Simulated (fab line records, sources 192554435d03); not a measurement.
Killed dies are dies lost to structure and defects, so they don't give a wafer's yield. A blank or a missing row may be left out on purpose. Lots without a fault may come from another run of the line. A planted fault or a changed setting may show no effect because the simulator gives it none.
fab line records | flow n5_finfet
record lots=3 wafers=8 last_day=18
route steps=1938 shown DUMMY_GATE@247 SPACER0@258 SD_EPI_N@262 SD_EPI_P@326 BEOL_M4@1111 PASSIVATION@1936
lots that met no fault: from a run of the same line without faults
start_h: hours from the record's first day to the start of the lot's first wafer shown | wait_h: hours since the lot's step before | " the same as in the row above | L1.1+2: a row that stands for several wafers | - no value, or no start given | * or withheld: withheld | < > ~ a bound
route shown NAME@n: a module of which the file shows steps, and the number in the route of the first | usual: mean/standard deviation of fault-free wafers | same: alike in all rows | chamber/n: place in a boat | sites: the reading at each site | _std_site: their standard deviation | _edge_site: outer sites' mean less inner sites' | radius_mm: how far each site lies from the wafer's centre | mask NAME#n: copy n | behind: the tool/chamber that last shaped the wafer | hold: why the lot was held/for how many hours/how that ended | device: the transistor (n, p or np) that didn't switch | end of line: the same wafers' tests at the end of the route | a step without rows: its recipe alone | killed: dies lost to structure and defects at the first sort, not the wafer's yield | map: a wafer's dies, x killed, . not, _ none there
set.NAME: the setting as run; set.NAME@STEP: as run at that earlier step | model.NAME: the simulator's own value behind a step, which no gauge read
lots at some steps of the route; a table a step, a row a wafer
services: from which hour (start_h, from the record's first day; less than 0 if before it) a tool's chamber was out of use, for how many hours, and why
## steps
# step N5_DUMMY_GATE_ETCH_23
# recipe chemistry=HBr/Cl2/O2 HBr_flow_sccm=150 Cl2_flow_sccm=80 O2_flow_sccm=12 bias_w=102 target_depth_a=410 time_s=22.3 target=poly-Si mask_material=SiO2 pressure_mtorr=10 icp_w=800
# step N5_DUMMY_GATE_ETCH_44
# recipe chemistry=HBr/O2 over_etch_frac=0.7 target_depth_a=1275 stop_on=SiO2 ion_energy_ev=60 bias_w=20 target=poly-Si mask_material=SiO2 pressure_mtorr=20 icp_w=400 HBr_flow_sccm=120 O2_flow_sccm=10
# step N5_DUMMY_GATE_ETCH_42
# recipe chemistry=CHF3/O2 target=SiO2 target_depth_a=35 time_s=31 ion_energy_ev=30 bias_w=12 pressure_mtorr=30 source_w=600 Ar_flow_sccm=200 CHF3_flow_sccm=50 O2_flow_sccm=5
# step N5_DUMMY_GATE_STRIP_48
# recipe chemistry=N2/H2 time_s=20 power_w=100 temp_c=40 pressure_mtorr=100 rf_frequency_hz=6e+07 bias_power_w=3 n2_flow_sccm=300 h2_flow_sccm=300
# step N5_DUMMY_GATE_PRECLEAN_33
# recipe chemistry=dHF time_s=10 dilution=750:1 temp_c=25
# step N5_DUMMY_GATE_PRECLEAN_25
# recipe chemistry=O3/DIW time_s=45 temp_c=22 o3_ppm=10
# step N5_DUMMY_GATE_PRECLEAN_51
# recipe chemistry=SC2 time_s=45 temp_c=35 mix=1:1:50
# step N5_DUMMY_GATE_SRD_26
# recipe dry=ipa_marangoni time_s=30 temp_c=23 rinse_liquid=diw
# step N5_DUMMY_GATE_UV_OZONE_45
# recipe time_s=120 pressure_torr=760 temp_c=25
# step N5_SPACER0_ALD_07
# recipe material=SiNx target_thk_a=20 temp_c=400 ald_precursor_family=SiH2I2 ald_co_reactant=N2/H2-plasma pressure_torr=2
# step N5_SPACER0_ALD_00
# recipe material=SiOCN target_thk_a=35 temp_c=400 ald_precursor_family=alkyl-aminosilane ald_co_reactant=O2/N2-plasma pulse_time_s=3 purge_time_s=2 co_reactant_purge_time_s=2 ald_cycles=58 pressure_torr=2
# usual ald_cycles=58/0 heater_power_w=849/82 precursor_pulse_height_rel=0.998/0.017
# columns lot.wafer tool chamber start_h wait_h ald_cycles heater_power_w precursor_pulse_height_rel model.SiOCN_of_SPACER0_ALD_00.thk_nm
L203.2 ald_sin-04 3 73.10 0.1 58 707 1.007 3.6
L203.4 " 1 " " 58 951 0.987 3.4
L203.6 " 3 " " 58 699 0.979 3.6
L207.2 ald_sin-04 3 99.40 0.1 28 723 0.998 1.6
L207.5 " 1 " " 58 921 0.996 3.6
L215.3 ald_sin-01 0 144.69 0.1 58 840 0.990 3.6
L215.4 " 2 " " 58 851 0.988 3.6
L215.5 " 0 " " 58 862 1.012 3.6
# step N5_SPACER0_ALD_08
# recipe material=SiNx target_thk_a=20 temp_c=400 ald_precursor_family=SiH2I2 ald_co_reactant=N2/H2-plasma pressure_torr=2
# step N5_SD_EPI_N_COAT_32
# recipe resist=SOC temp_c=250 time_s=60 spin_rpm=1500 resist_thk_nm=350
# step N5_SD_EPI_N_COAT_33
# recipe resist=SiARC temp_c=220 time_s=60 spin_rpm=1500 resist_thk_nm=35
# step N5_SD_EPI_N_COAT_03
# recipe resist=CAR-ArF-block spin_rpm=1500 resist_thk_nm=150
# step N5_SD_EPI_N_EBR_05
# recipe solvent=PGMEA ebr_width_mm=1.5
# step N5_SD_EPI_N_SOFTBAKE_04
# recipe temp_c=110 time_s=60 resist=CAR-ArF-block
# step N5_SD_EPI_N_EXPOSE_06
# recipe mask_id=SD_N_BLK na=1.35 source_shape=conventional sigma_outer=0.8 polarization=unpolarized target_cd_nm=120 dose_mj=39.75
# step N5_SD_EPI_N_PEB_07
# recipe peb_temp_c=110 peb_time_s=60 resist=CAR-ArF-block
# step N5_SD_EPI_N_DEVELOP_08
# recipe develop_time_s=30 developer=TMAH resist=CAR-ArF-block dev_temp_c=23 rinse_liquid=diw dry=air_spin
# step N5_SD_EPI_N_DESCUM_14
# recipe chemistry=O2 time_s=7.9 source_power_w=50 bias_power_w=20 pressure_mtorr=20 rf_frequency_hz=2.712e+07 temp_c=40 resist=CAR-ArF-block o2_flow_sccm=225
# step N5_SD_EPI_N_ETCH_34
# recipe chemistry=CF4 target=SiARC target_depth_a=455 mask_material=CAR-ArF-block time_s=75.8 ion_energy_ev=80 pressure_mtorr=40 source_w=545 bias_w=36 Ar_flow_sccm=100 cf4_flow_sccm=100 ends=cleared
# step N5_SD_EPI_N_ETCH_35
# recipe chemistry=N2/H2 target=SOC overetch_a=1080 mask_material=SiARC temp_c=40 ion_energy_ev=100 source_w=3000 bias_w=133 pressure_mtorr=20 time_s=486 n2_flow_sccm=200 h2_flow_sccm=200
# step N5_SD_EPI_N_STRIP_36
# recipe chemistry=N2/H2 temp_c=40 n2_flow_sccm=200 h2_flow_sccm=200 rf_frequency_hz=6e+07
# step N5_SD_EPI_N_ETCHBACK_44
# recipe chemistry=CH3F/O2 mode=anisotropic_etchback target=SiNx target_depth_a=145 stop_on=SiO2 over_etch_frac=0.3 ion_energy_ev=120 pressure_mtorr=30 source_w=395 bias_w=73 Ar_flow_sccm=150 CH3F_flow_sccm=30 O2_flow_sccm=20
# step N5_SD_EPI_N_ETCH_45
# recipe chemistry=CH3F/O2 target=SiOCN target_depth_a=60 mask_material=SOC ion_energy_ev=60 bias_w=29 pressure_mtorr=15 source_w=410 Ar_flow_sccm=150 CH3F_flow_sccm=30 O2_flow_sccm=20
# step N5_SD_EPI_N_ETCH_16
# recipe chemistry=CHF3/O2 target=SiO2 target_depth_a=50 mask_material=SOC pressure_mtorr=30 source_w=650 bias_w=170 Ar_flow_sccm=200 CHF3_flow_sccm=50 O2_flow_sccm=5 ion_energy_ev=200
# step N5_SD_EPI_N_STRIP_47
# recipe chemistry=CHF3/O2 resist=SiARC rf_frequency_hz=6e+07
# step N5_SD_EPI_N_SD_RECESS_17
# recipe chemistry=HBr/Cl2/O2 target_depth_a=410 mask_material=SOC time_s=23.7 bt_time_s=3 pressure_mtorr=10 icp_w=800 bias_w=112 HBr_flow_sccm=150 Cl2_flow_sccm=80 O2_flow_sccm=12
# step N5_SD_EPI_N_STRIP_38
# recipe chemistry=N2/H2 power_w=1000 temp_c=250 h2_frac=0.65 overash_fraction=0.3 pressure_mtorr=withheld n2_flow_sccm=1750 h2_flow_sccm=3250
# step N5_SD_EPI_N_WET_ETCH_43
# recipe chemistry=dHF dilution=withheld time_s=14 target=SiO2 target_depth_a=15 temp_c=25
# step N5_SD_EPI_N_STRIP_18
# recipe chemistry=SPM time_s=750 temp_c=130 h2so4_h2o2_vol_ratio=4
# step N5_SD_EPI_N_SRD_20
# recipe dry=ipa_marangoni do_ppb=5 time_s=30 temp_c=23 rinse_liquid=diw
# step N5_SD_EPI_N_PRECLEAN_48
# recipe chemistry=NF3:NH3 afs_cycles=2 temp_c=30 time_s=20 sublimation_temp_c=180 sublimation_time_s=60 pressure_torr=3 rf_power_w=30
# step N5_SD_EPI_N_VAPOR_ETCH_50
# recipe chemistry=HCl target=Si temp_c=775 time_s=54 pressure_torr=20 mode=isotropic
# step N5_SD_EPI_N_EPI_21
# recipe material=Si:P dopant=P temp_c=680 pressure_torr=255 time_s=690
# step N5_SD_EPI_P_PRECLEAN_32
# recipe chemistry=dHF time_s=10 dilution=500:1 temp_c=25
# columns lot.wafer tool chamber start_h wait_h model.SiOCN_of_SPACER0_ALD_00.thk_nm
L203.2+4+6 wet_bench-03 3,5,6 82.43 0.0 3.4
L207.2 wet_bench-02 5 110.73 0.0 1.6
L207.5 " 3 " " 3.4
L215.3+4+5 wet_bench-06 3,7,2 153.92 0.0 3.4
# step N5_BEOL_M4_RC_MEAS_101
# usual DIBL_N=36.3/1.6 DIBL_P=36.4/2.1 IOFF_N=0.16/0.032 IOFF_N_85C=3.1/0.53 IOFF_N_LIN=0.074/0.012 IOFF_N_LONG=5.54e-05/2.5e-06 IOFF_P=0.22/0.044 IOFF_P_85C=3.7/0.62 IOFF_P_LIN=0.102/0.016 ION_N=675/12 ION_P=463/8.3 REXT_N=75.2/1.4 REXT_P=99.9/2.6 SS_N=71.6/0.64 SS_P=73.3/0.67 VT_N=250/3.3 VT_N_LVT=99/3.1 VT_P=-250/3.7 VT_P_LVT=-99/3.1
# columns lot.wafer tool chamber start_h wait_h DIBL_N[mV/V] DIBL_P[mV/V] IOFF_N[nA/um] IOFF_N_85C[nA/um] IOFF_N_LIN[nA/um] IOFF_N_LONG[nA/um] IOFF_P[nA/um] IOFF_P_85C[nA/um] IOFF_P_LIN[nA/um] ION_N[uA/um] ION_P[uA/um] REXT_N[ohm.um] REXT_P[ohm.um] SS_N[mV/dec] SS_P[mV/dec] VT_N[mV] VT_N_LVT[mV] VT_P[mV] VT_P_LVT[mV]
L203.2 prober-01 0 219.13 0.2 37.4 38.4 0.19 3.6 0.086 5.43e-05 0.25 4.1 0.112 684 468 75.3 98.3 71.2 73.8 245 96 -248 -98
L203.4 " 0 " " 37.6 38.7 0.18 3.5 0.083 5.41e-05 0.24 4.0 0.107 682 468 75.6 99.6 72.0 73.3 249 97 -250 -99
L203.6 " 0 " " 35.2 35.4 0.15 2.9 0.069 5.46e-05 0.20 3.5 0.096 660 463 75.7 98.8 70.3 72.8 250 100 -250 -100
L207.2 prober-01 0 254.86 0.2 52.1 48.2 0.66 10.5 0.214 6.3e-05 0.95 12.7 0.356 763 533 61.6 86.8 75.3 74.6 230 80 -221 -72
L207.5 " 0 " " 37.5 37.5 0.17 3.4 0.078 5.49e-05 0.29 4.8 0.134 677 472 74.9 103.6 72.6 73.3 248 100 -242 -94
L215.3 prober-02 0 310.25 0.3 34.7 33.3 0.13 2.7 0.066 5.78e-05 0.18 3.3 0.091 667 459 76.0 99.9 71.3 72.8 248 101 -253 -100
L215.4 " 0 " " 35.7 34.1 0.14 2.8 0.066 5.79e-05 0.19 3.3 0.090 667 460 76.1 101.6 71.6 73.3 252 101 -253 -101
L215.5 " 0 " " 34.7 33.7 0.14 2.8 0.069 5.84e-05 0.19 3.4 0.095 689 471 75.4 99.6 70.9 72.8 251 100 -253 -99
# step N5_PASSIVATION_PROBE_49
# usual defect_limited_yield=91.4/1.2 killed_at_M0_to_M3=35/11 killed_at_M4_up=14/6 killed_at_contacts=12/6.7 killed_at_front_end=37/9.7 killed_at_other=3.5/2.5 killed_dies=102/15 killed_open=67/12 killed_short=33/7.3 sort_bin_4_leakage=0/0 sort_bin_5_function=5.1/0.81 sort_bin_6_memory=3.2/0.65 sort_n_pass=1078/15 sort_yield_pct=91.4/1.2
# same gross_dies=1180 killed_at_back_side=0 sort_bin_8_speed[%]=0
# columns lot.wafer tool chamber start_h wait_h defect_limited_yield[%] killed_at_M0_to_M3 killed_at_M4_up killed_at_contacts killed_at_front_end killed_at_other killed_dies killed_open killed_short sort_bin_4_leakage[%] sort_bin_5_function[%] sort_bin_6_memory[%] sort_n_pass sort_yield_pct[%]
L203.2 prober-01 - 343.01 0.1 90.8 20 17 32 35 4 108 82 26 0 5.3 3.7 1072 90.8
L203.4 prober-01 - 343.11 0.2 90.4 24 14 21 48 6 113 74 39 0 5.8 3.5 1067 90.4
L203.6 prober-01 - 343.21 0.3 91.5 21 18 19 39 3 100 64 36 0 5.4 2.7 1080 91.5
L207.2 prober-01 - 372.82 0.1 92.9 29 9 14 28 4 84 54 30 92.88 5.2 1.7 0 0
L207.5 prober-01 - 372.97 0.2 90.7 56 11 8 33 2 110 74 36 0 5.6 3.6 1070 90.7
L215.3 prober-01 - 422.11 0.1 91.2 42 15 9 34 4 104 63 37 0 5.5 2.9 1076 91.2
L215.4 prober-01 - 422.16 0.2 90.6 33 24 15 38 1 111 79 29 0 5.8 3.3 1069 90.6
L215.5 prober-01 - 422.21 0.2 89.2 51 7 16 51 2 127 69 57 0 6.7 3.5 1053 89.2
# killed by level:class
L203.2 MOL_CONTACT_COAG:geometric_particle:open=28 FIN_SAQP:geometric_particle:open=11 BEOL_M1:geometric_particle:open=7 BEOL_M4:geometric_particle:open=7 FIN_SAQP:geometric_particle:short=5 ILD0:geometric_particle:open=4 GATE_CUT:geometric_particle:short=4 MOL_CONTACT_COAG:geometric_particle:short=4
L203.4 FIN_SAQP:geometric_particle:short=16 MOL_CONTACT_COAG:geometric_particle:open=16 FIN_SAQP:geometric_particle:open=13 BEOL_M2:geometric_particle:open=9 STI_FIN_REVEAL:geometric_particle:open=7 MOL_CONTACT_COAG:geometric_particle:short=5 BEOL_M0:geometric_particle:open=5 BEOL_M5:geometric_particle:open=5
L203.6 FIN_SAQP:geometric_particle:short=15 MOL_CONTACT_COAG:geometric_particle:open=15 FIN_SAQP:geometric_particle:open=8 STI_FIN_REVEAL:geometric_particle:open=8 BEOL_M1:geometric_particle:open=7 BEOL_M0_SAQP:geometric_particle:short=5 BEOL_M6:geometric_particle:open=5 MOL_CONTACT_COAG:geometric_particle:short=4
L207.2 MOL_CONTACT_COAG:geometric_particle:open=12 FIN_SAQP:geometric_particle:short=10 BEOL_M0_SAQP:geometric_particle:open=10 STI_FIN_REVEAL:geometric_particle:open=9 BEOL_M0_SAQP:geometric_particle:short=8 BEOL_M2:geometric_particle:open=5 BEOL_M4:geometric_particle:open=4 BEOL_M5:geometric_particle:open=3
L207.5 BEOL_M0_SAQP:geometric_particle:short=15 STI_FIN_REVEAL:geometric_particle:open=14 BEOL_M2:geometric_particle:open=10 BEOL_M0_SAQP:geometric_particle:open=8 MOL_CONTACT_COAG:geometric_particle:open=8 FIN_SAQP:geometric_particle:short=6 BEOL_M3:geometric_particle:short=6 BEOL_M0:geometric_particle:open=5
L215.3 BEOL_M0_SAQP:geometric_particle:short=15 BEOL_M0_SAQP:geometric_particle:open=13 STI_FIN_REVEAL:geometric_particle:open=11 BEOL_M1:geometric_particle:open=7 FIN_SAQP:geometric_particle:short=6 MOL_CONTACT_COAG:geometric_particle:open=6 BEOL_M5:geometric_particle:open=5 DUMMY_GATE:geometric_particle:open=3
L215.4 STI_FIN_REVEAL:geometric_particle:open=15 MOL_CONTACT_COAG:geometric_particle:open=12 BEOL_M5:geometric_particle:open=8 BEOL_M0_SAQP:geometric_particle:short=7 BEOL_M2:geometric_particle:open=7 FIN_SAQP:geometric_particle:open=6 BEOL_M1:geometric_particle:open=6 BEOL_M4:geometric_particle:open=6
L215.5 BEOL_M0_SAQP:geometric_particle:short=14 BEOL_M1:geometric_particle:open=13 MOL_CONTACT_COAG:geometric_particle:open=10 FIN_SAQP:geometric_particle:open=9 GATE_CUT:geometric_particle:short=8 STARTING-WAFER:geometric_particle:open=8 FIN_SAQP:geometric_particle:short=7 BEOL_M1:geometric_particle:short=7
# map L207.5 (x killed, . not)
_________________............________________
______________..........x...x..._____________
___________................x.......__________
__________....x...x........x......x._________
________.............x..x............._______
_______.x................x.xx.x........______
______.......x....xx.........x..x......._____
_____..................x............x..x.____
____....x........x.x.....x.............x..___
___.................x.....x...x....x.......__
___...............x..x............x........__
__...........x...x..............xx..x......._
__.......x...x.............................._
_..x.......x................x................
_..................x....x....x...xx..........
_.x.......................x....x.x........x..
_...........x..x.........x.....xx.......xx...
_x........................x..................
_...............................xxx.x........
_................x...........x............x..
_..x.x..x........x....x.......x....x.........
__..........x..............................._
__......x..........xx.x...xx................_
___.....x.................x............x...__
___.............xx.......x.................__
____..x............x................x....x___
_____...x................x..x............____
______.xxx.............x.x.............._____
_______.............x........xx.x......______
________.............................._______
__________........x................._________
___________........x...............__________
______________.....x............_____________
_________________.......x....________________
# map L203.4 (x killed, . not)
_________________.....x......________________
______________.................x_____________
___________.......x...........xx..x__________
__________.......x...x.............._________
________.............................._______
_______.x.......x.......x............x.______
______.......x.........x................_____
_____.....x................x.........x...____
____.........x...............x......x.x.x.___
___............x.x.....x..........x........__
___x.........................x.............__
__...................x.x...x....x......x.x.._
__.xx..........x............................_
_......x.....x...........x........x.........x
_.............xx....x..x........xx.....xx..x.
_.x.................x.......x..xx......x.....
_.......x......x....x................x.......
_.............x...................x..........
_x.............x........x......x........x....
_..........x..x..............................
_.......x...x...............x................
__.x...................x..........x......x.._
__............x.....x.......x......x...x...._
___......x.....x......x....................__
___.......x..x.................x...x.x...x.__
____.....x....x...x.x.x...................___
_____...................x.....x.x.x..x...____
______......x......x..................xx_____
_______..............x.................______
________...................x.........._______
__________....x.x.................x._________
___________........................__________
______________........x........._____________
_________________...x.......x________________
## services
# columns tool chamber start_h hours kind
ald_sin-04 3 56.55 7.1 repair
ald_sin-04 - 85.25 14.0 pm
ald_sin-04 0 85.25 14.0 vent_cycle
ald_sin-04 1 85.25 14.0 vent_cycle
ald_sin-04 2 85.25 14.0 vent_cycle
ald_sin-04 3 85.25 14.0 vent_cycle
ald_sin-04 0 99.25 - clean
ald_sin-04 1 99.25 - clean
ald_sin-04 2 99.25 - clean
ald_sin-04 3 99.25 - clean
ald_sin-01 3 131.40 31.4 repair
## key
first_sign step=N5_SPACER0_ALD_00 reading=ald_cycles direction=down sigmas=99+ usual=* struck=*
effect step=N5_BEOL_M4_RC_MEAS_101 reading=IOFF_P direction=up sigmas=17 usual=0.22 struck=0.95
effect step=N5_BEOL_M4_RC_MEAS_101 reading=IOFF_P_LIN direction=up sigmas=16 usual=0.102 struck=0.356
effect step=N5_BEOL_M4_RC_MEAS_101 reading=IOFF_N direction=up sigmas=16 usual=0.16 struck=0.66
effect step=N5_BEOL_M4_RC_MEAS_101 reading=IOFF_P_85C direction=up sigmas=15 usual=3.7 struck=12.7
effect step=N5_BEOL_M4_RC_MEAS_101 reading=IOFF_N_85C direction=up sigmas=14 usual=3.1 struck=10.5
effect step=N5_BEOL_M4_RC_MEAS_101 reading=IOFF_N_LIN direction=up sigmas=12 usual=0.074 struck=0.214
effect step=N5_BEOL_M4_RC_MEAS_101 reading=REXT_N direction=down sigmas=9.9 usual=75.2 struck=61.6
effect step=N5_BEOL_M4_RC_MEAS_101 reading=DIBL_N direction=up sigmas=9.7 usual=36.3 struck=52.1
effect step=N5_BEOL_M4_RC_MEAS_101 reading=VT_P_LVT direction=up sigmas=8.5 usual=-99 struck=-72
effect step=N5_BEOL_M4_RC_MEAS_101 reading=ION_P direction=up sigmas=8.5 usual=463 struck=533
effect step=N5_BEOL_M4_RC_MEAS_101 reading=VT_P direction=up sigmas=7.8 usual=-250 struck=-221
effect step=N5_BEOL_M4_RC_MEAS_101 reading=ION_N direction=up sigmas=7.4 usual=675 struck=763
effect step=N5_PASSIVATION_PROBE_49 reading=sort_bin_4_leakage direction=up sigmas=99+ usual=0 struck=92.88
model_effect step=N5_SPACER0_ALD_00 value=SiOCN_of_SPACER0_ALD_00.thk_nm without=3.4 struck=1.6
model_effect step=N5_SD_EPI_P_PRECLEAN_32 value=SiOCN_of_SPACER0_ALD_00.thk_nm without=3.4 struck=1.6
met_at N5_SPACER0_ALD_00
struck_wafers L207.2
onset_between 73.10 99.40
fault kind=process_parameter_drift tool=ald_sin-04 chamber=- onset_h=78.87 steps=N5_SPACER0_ALD_00 channel=ald_cycles offset=* shape=step end_h=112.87 scope=struck_wafers_only acts_in=* stated=*
